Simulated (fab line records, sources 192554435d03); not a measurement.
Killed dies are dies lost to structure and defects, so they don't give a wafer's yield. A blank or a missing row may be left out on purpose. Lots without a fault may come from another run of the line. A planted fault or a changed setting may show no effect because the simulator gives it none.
fab line records | flow n5_finfet
record lots=7 wafers=21 last_day=16
route steps=1938 shown DUMMY_GATE@218
lots that met no fault: from a run of the same line without faults
start_h: hours from the record's first day to the start of the lot's first wafer shown | wait_h: hours since the lot's step before | " the same as in the row above | L1.1+2: a row that stands for several wafers | - no value, or no start given | * or withheld: withheld | < > ~ a bound
route shown NAME@n: a module of which the file shows steps, and the number in the route of the first | usual: mean/standard deviation of fault-free wafers | same: alike in all rows | chamber/n: place in a boat | sites: the reading at each site | _std_site: their standard deviation | _edge_site: outer sites' mean less inner sites' | radius_mm: how far each site lies from the wafer's centre | mask NAME#n: copy n | behind: the tool/chamber that last shaped the wafer | hold: why the lot was held/for how many hours/how that ended | device: the transistor (n, p or np) that didn't switch | end of line: the same wafers' tests at the end of the route | a step without rows: its recipe alone | killed: dies lost to structure and defects at the first sort, not the wafer's yield | map: a wafer's dies, x killed, . not, _ none there
set.NAME: the setting as run; set.NAME@STEP: as run at that earlier step | model.NAME: the simulator's own value behind a step, which no gauge read
lots at some steps of the route; a table a step, a row a wafer
services: from which hour (start_h, from the record's first day; less than 0 if before it) a tool's chamber was out of use, for how many hours, and why
## steps
# step N5_DUMMY_GATE_CMP_04
# recipe material=a-Si post_cmp_clean=alkaline_brush
# usual motor_current_A=10.3/1 time_to_endpoint_s=13.4/3
# columns lot.wafer tool chamber start_h wait_h motor_current_A time_to_endpoint_s
L740.2 cmp-03 1 54.40 0.0 11.4 13.1
L740.4 " 2 " " 11.0 16.8
L740.6 " 2 " " 10.3 16.7
L745.3 cmp-02 2 78.31 0.1 11.3 17.3
L745.4 " 0 " " 10.0 12.6
L745.5 " 1 " " 11.7 13.8
L746.4 cmp-03 3 85.32 0.1 9.3 10.0
L746.1 " 0 " " 8.8 8.9
L746.6 " 2 " " 10.8 13.8
L747.3 cmp-02 0 93.66 0.0 9.8 7.8
L747.4 " 2 " " 10.8 11.8
L747.1 " 3 " " 9.0 13.1
L752.2 cmp-03 0 125.23 0.0 8.7 9.6
L752.4 " 3 " " 9.5 10.5
L752.6 " 0 " " 9.0 12.4
L753.1 cmp-02 3 128.04 0.1 9.0 19.7
L753.4 " 1 " " 11.2 16.4
L753.5 " 3 " " 9.1 16.7
L759.3 cmp-01 1 163.75 0.0 10.1 18.5
L759.4 " 2 " " 10.5 12.9
L759.1 " 0 " " 10.2 16.5
# step N5_DUMMY_GATE_THK_MEAS_05
# usual thk_nm=72.5/1.4
# columns lot.wafer tool chamber start_h wait_h thk_nm
L740.2 film_metro-01 - 54.64 0.2 74.5
L740.4 " - " " 74.2
L740.6 " - " " 75.2
L745.3 film_metro-01 - 78.52 0.2 73.7
L745.4 " - " " 72.6
L745.5 " - " " 74.5
L746.1 film_metro-01 - 85.49 0.1 71.2
L746.4 " - " " 71.2
L746.6 " - " " 72.5
L747.1 film_metro-01 - 93.90 0.1 73.0
L747.3 " - " " 70.0
L747.4 " - " " 72.7
L752.2 film_metro-02 - 125.47 0.2 70.3
L752.4 " - " " 69.6
L752.6 " - " " 70.6
L753.1 film_metro-01 - 128.24 0.2 74.0
L753.4 " - " " 72.9
L753.5 " - " " 73.7
L759.1 film_metro-02 - 163.99 0.1 73.8
L759.3 " - " " 74.7
L759.4 " - " " 72.7
# step N5_DUMMY_GATE_HM_DEP_06
# recipe material=SiNx target_thk_a=800 precursor=DCS/NH3 temp_c=700 pressure_mtorr=300 time_s=5141
# step N5_DUMMY_GATE_PECVD_30
# recipe material=SiO2 target_thk_a=550 temp_c=400 precursor=TEOS/O2 pressure_torr=6.5 rf_w=withheld teos_flow_sccm=withheld gas=O2 flow_sccm=2650 time_s=10.8
# step N5_DUMMY_GATE_COAT_34
# recipe resist=SOC temp_c=250 time_s=60 spin_rpm=1500 resist_thk_nm=60
# step N5_DUMMY_GATE_COAT_35
# recipe resist=SiARC temp_c=220 time_s=60 spin_rpm=1500 resist_thk_nm=10
# step N5_DUMMY_GATE_COAT_28
# recipe resist=underlayer temp_c=205 time_s=60 spin_rpm=1500 resist_thk_nm=10
# step N5_DUMMY_GATE_COAT_09
# recipe resist=CAR-EUV spin_rpm=1500 resist_thk_nm=30
# step N5_DUMMY_GATE_EBR_11
# recipe solvent=PGMEA ebr_width_mm=1.5
# step N5_DUMMY_GATE_SOFTBAKE_10
# recipe temp_c=110 time_s=60 resist=CAR-EUV
# step N5_DUMMY_GATE_EXPOSE_12
# recipe mask_id=GATE na=0.33 source_shape=annular sigma_inner=0.2 sigma_outer=0.6 polarization=unpolarized target_cd_nm=25 dose_mj=34
# step N5_DUMMY_GATE_PEB_13
# recipe peb_temp_c=100 peb_time_s=60 resist=CAR-EUV
# step N5_DUMMY_GATE_DEVELOP_14
# recipe develop_time_s=30 developer=TMAH resist=CAR-EUV rinse_liquid=surfactant_rinse dry=air_spin dev_temp_c=23
# usual chill_plate_temp_C=22.98/0.093 develop_time_s=30/0 resist_line_temp_C=22.99/0.11
# columns lot.wafer tool chamber start_h wait_h chill_plate_temp_C develop_time_s resist_line_temp_C model.CAR-EUV_of_DUMMY_GATE_COAT_09.thk_nm
L740.2 litho_track-03 0 59.01 - 23.07 30 23.13 29.4
L740.4 " 0 " " 23.09 30 23.22 29.4
L740.6 " 0 " " 22.97 30 23.00 29.4
L745.3 litho_track-04 - 82.75 - - - - 30.2
L745.4 " - " " - - - 30
L745.5 " - " " - - - 30.2
L746.1 litho_track-02 - 89.74 - - - - 29.8
L746.4 " - " " - - - 29.8
L746.6 " - " " - - - 29.8
L747.1 litho_track-03 - 101.76 - - - - 30
L747.3 " - " " - - - 30
L747.4 " - " " - - - 30
L752.2 litho_track-02 0 129.84 - 22.94 30 22.92 29.6
L752.4 " 0 " " 23.00 30 22.72 29.4
L752.6 " 0 " " 22.99 30 22.98 29.6
L753.1 litho_track-03 0 132.60 - 22.96 30 23.03 29.4
L753.4 " 0 " " 22.96 30 22.80 29.4
L753.5 " 0 " " 22.80 30 22.86 29.4
L759.1 litho_track-02 0 168.36 - 23.10 30 22.96 29.4
L759.3 " 0 " " 22.96 30 22.99 29.4
L759.4 " 0 " " 22.96 30 23.03 29.6
# step N5_DUMMY_GATE_CD_MEAS_15
# recipe target_cd_nm=25.8 landing_energy_ev=500 detector=se_inlens
# usual cd_nm=24.91/0.25
# columns lot.wafer tool chamber start_h wait_h cd_nm
L740.2 cd_sem-01 0 59.07 - 24.96
L740.4 " 0 " " 25.18
L740.6 " 0 " " 25.08
L745.3 cd_sem-03 0 82.82 - -
L745.4 " 0 " " -
L745.5 " 0 " " -
L746.1 cd_sem-03 0 89.80 - -
L746.4 " 0 " " -
L746.6 " 0 " " -
L747.1 cd_sem-03 0 101.82 - -
L747.3 " 0 " " -
L747.4 " 0 " " -
L752.2 cd_sem-03 0 129.90 - 24.84
L752.4 " 0 " " 24.82
L752.6 " 0 " " 24.99
L753.1 cd_sem-01 0 132.66 - 24.84
L753.4 " 0 " " 24.91
L753.5 " 0 " " 25.23
L759.1 cd_sem-01 0 168.42 - 25.12
L759.3 " 0 " " 25.09
L759.4 " 0 " " 25.29
## services
# columns tool chamber start_h hours kind
cmp-01 - 34.39 4.0 pm
cmp-01 - 38.39 - consumable_replace:conditioner
cmp-01 - 38.39 - consumable_replace:pad
cmp-03 - 59.86 5.8 pm
cmp-01 - 117.98 0.6 repair
cmp-01 - 124.82 5.8 repair
cmp-02 - 139.49 4.0 pm
cmp-02 - 143.49 - consumable_replace:conditioner
cmp-02 - 143.49 - consumable_replace:pad
cmp-02 - 143.49 11.0 pm
cmp-01 - 162.61 1.0 repair
## key
first_sign step=N5_DUMMY_GATE_DEVELOP_14 reading=tool_record direction=missing
effect none on later readings
model_effect step=N5_DUMMY_GATE_DEVELOP_14 value=CAR-EUV_of_DUMMY_GATE_COAT_09.thk_nm without=29.51 struck=29.98
met_at N5_DUMMY_GATE_DEVELOP_14
struck_wafers L745.3,L745.4,L745.5,L746.1,L746.4,L746.6,L747.1,L747.3,L747.4
later_rows_left_out L745.3,L745.4,L745.5,L746.1,L746.4,L746.6,L747.1,L747.3,L747.4
sort_left_out L745.3,L745.4,L745.5,L746.1,L746.4,L746.6,L747.1,L747.3,L747.4
tester_left_out L745,L746,L747
onset_between 59.01 82.75
fault kind=skipped_step_whole tool=litho_track-02,litho_track-03,litho_track-04 chamber=- onset_h=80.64 steps=N5_DUMMY_GATE_DEVELOP_14 scope=struck_lots_only
# tester_left_out: of these lots the tester's yield and bins aren't shown, on N5 and GAA mostly nor the transistor test; their killed dies are dies lost to structure and defects alone, not to doping, threshold or leakage, so they don't give the yield
# sort_left_out: the simulated sort isn't trusted on such a fault, so these wafers' sort isn't shown, and their yield isn't known
# later_rows_left_out: the simulator's readings of these wafers behind a module that went badly wrong aren't trusted and aren't shown, but for the sort
